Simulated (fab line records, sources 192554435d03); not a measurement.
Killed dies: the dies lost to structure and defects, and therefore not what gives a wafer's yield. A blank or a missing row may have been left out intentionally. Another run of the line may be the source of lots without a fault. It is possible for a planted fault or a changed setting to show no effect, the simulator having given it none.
Matching of chambers ; flow n5_finfet ; 4 sister chambers for N5_SDB_STRIP_21 on rie_diel-01
The step strips in CF4. 4 wafers are shown with their chamber, then 7 later ones without.

## EACH WAFER AND ITS CHAMBER
wafer;chamber;drypump_motor_current_A (A)
L094.4;1;6.7
L094.5;2;5.1
L095.2;3;6.1
L095.3;0;6.0

## WAFERS WITH NO CHAMBER GIVEN
wafer;drypump_motor_current_A (A)
L095.4;6.7
L096.2;5.1
L096.3;6.0
L096.6;6.7
L097.1;6.0
L097.5;6.7
L097.6;5.2

## CHAMBER TAKEN BY EACH
wafer;from the rows above;in truth
L095.4;1;1
L096.2;2;2
L096.3;0;0
L096.6;1;1
L097.1;0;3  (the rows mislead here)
L097.5;1;1
L097.6;2;2
Placed correctly: 6 of 7. Can't be placed from these rows: 0. 1 placed wrongly.
How it was worked out, from the rows above alone: a wafer's distance from a chamber is the root of the sum, over the readings, of the square of ((its reading less the chamber's mean) divided by the reading's scatter). If the next closest chamber is less than 2 further off than the closest, the wafer can't be placed; otherwise it belongs to the closest. For every chamber, the mean is computed from those of its wafers that are shown. The scatter: with one shown wafer a chamber, the root of the mean of the squares of how far each hidden wafer lies from its nearest shown one.
